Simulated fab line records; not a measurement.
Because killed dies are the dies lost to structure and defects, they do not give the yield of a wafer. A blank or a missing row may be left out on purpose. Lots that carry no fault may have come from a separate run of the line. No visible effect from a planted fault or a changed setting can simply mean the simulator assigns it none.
Chamber matching || flow n5_finfet || rie_diel-05 running N5_BEOL_M3_DESCUM_33: 4 sister chambers
The step chemistry O2, time 7 s. 4 wafers are shown with their chamber, then 10 later ones without.

WAFERS, EACH WITH ITS CHAMBER
{"wafer": "L087.4", "chamber": 1, "showerhead_plenum_p_Torr (Torr)": 2.08}
{"wafer": "L087.6", "chamber": 3, "showerhead_plenum_p_Torr (Torr)": 2.00}
{"wafer": "L088.1", "chamber": 0, "showerhead_plenum_p_Torr (Torr)": 2.20}
{"wafer": "L088.3", "chamber": 2, "showerhead_plenum_p_Torr (Torr)": 2.08}

WAFERS WITH NO CHAMBER GIVEN
{"wafer": "L088.5", "showerhead_plenum_p_Torr (Torr)": 2.00}
{"wafer": "L094.1", "showerhead_plenum_p_Torr (Torr)": 2.07}
{"wafer": "L094.2", "showerhead_plenum_p_Torr (Torr)": 2.19}
{"wafer": "L094.4", "showerhead_plenum_p_Torr (Torr)": 2.19}
{"wafer": "L096.1", "showerhead_plenum_p_Torr (Torr)": 1.99}
{"wafer": "L096.3", "showerhead_plenum_p_Torr (Torr)": 2.19}
{"wafer": "L096.5", "showerhead_plenum_p_Torr (Torr)": 2.07}
{"wafer": "L097.1", "showerhead_plenum_p_Torr (Torr)": 2.19}
{"wafer": "L097.4", "showerhead_plenum_p_Torr (Torr)": 1.99}
{"wafer": "L097.5", "showerhead_plenum_p_Torr (Torr)": 2.07}

WHICH CHAMBER EACH WENT THROUGH
{"wafer": "L088.5", "from the rows above": 3, "in truth": 3}
{"wafer": "L094.1", "from the rows above": "can't be placed: 1 or 2", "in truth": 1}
{"wafer": "L094.2", "from the rows above": 0, "in truth": 0}
{"wafer": "L094.4", "from the rows above": 0, "in truth": 0}
{"wafer": "L096.1", "from the rows above": 3, "in truth": 3}
{"wafer": "L096.3", "from the rows above": 0, "in truth": 0}
{"wafer": "L096.5", "from the rows above": "can't be placed: 1 or 2", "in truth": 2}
{"wafer": "L097.1", "from the rows above": 0, "in truth": 0}
{"wafer": "L097.4", "from the rows above": 3, "in truth": 3}
{"wafer": "L097.5", "from the rows above": "can't be placed: 1 or 2", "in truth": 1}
Placed correctly: 7 of 10. Not placeable from these rows: 3 (in 3, the candidates include the true chamber). Wrongly placed: 0.
How it was worked out, from the rows above alone: a wafer's distance from a chamber is the root of the sum, over the readings, of the square of ((its reading less the chamber's mean) divided by the reading's scatter). If the next closest chamber is less than 2 further off than the closest, the wafer can't be placed; otherwise it belongs to the closest. The mean given for a chamber averages the wafers shown for that chamber. The scatter: with one shown wafer a chamber, the root of the mean of the squares of how far each hidden wafer lies from its nearest shown one.
